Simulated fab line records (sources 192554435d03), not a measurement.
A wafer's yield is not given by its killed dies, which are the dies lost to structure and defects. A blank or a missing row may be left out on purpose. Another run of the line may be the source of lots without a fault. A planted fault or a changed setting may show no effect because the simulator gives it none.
Matching of chambers + flow n5-finfet + N5_BEOL_M6_ETCH_61 on rie-diel-04: 4 sister chambers
The step etches SiARC in CF4, target depth 45.5 nm, time 75.8 s. 4 wafers are shown with their chamber, then 9 later ones without.

## EACH WAFER AND ITS CHAMBER
| wafer  | chamber | showerhead-plenum-p-Torr (Torr) |
|--------|---------|---------------------------------|
| L088.2 | 1       | 2.11                            |
| L088.4 | 0       | 2.19                            |
| L091.3 | 3       | 2.15                            |
| L091.6 | 2       | 2.26                            |

## WAFERS WITHOUT THEIR CHAMBER
| wafer  | showerhead-plenum-p-Torr (Torr) |
|--------|---------------------------------|
| L089.1 | 2.11                            |
| L089.3 | 2.15                            |
| L089.5 | 2.11                            |
| L090.1 | 2.15                            |
| L090.2 | 2.19                            |
| L090.4 | 2.26                            |
| L097.1 | 2.25                            |
| L097.3 | 2.15                            |
| L097.5 | 2.11                            |

## THE CHAMBER EACH PASSED THROUGH
| wafer  | from the rows above | in truth |
|--------|---------------------|----------|
| L089.1 | 1                   | 1        |
| L089.3 | 3                   | 3        |
| L089.5 | 1                   | 1        |
| L090.1 | 3                   | 3        |
| L090.2 | 0                   | 0        |
| L090.4 | 2                   | 2        |
| L097.1 | 2                   | 2        |
| L097.3 | 3                   | 3        |
| L097.5 | 1                   | 1        |
Placed correctly: 9 of 9. Not placeable from these rows: 0. Number placed wrongly: 0.
How it was worked out, from the rows above alone: a wafer's distance from a chamber is the root of the sum, over the readings, of the square of ((its reading less the chamber's mean) divided by the reading's scatter). The wafer belongs to the nearest chamber; if the next one is less than 2 further off, it can't be placed. A chamber's mean is the mean of its shown wafers. The scatter (one wafer shown for each chamber): square how far every hidden wafer sits from the nearest shown wafer, average those squares and take the square root.
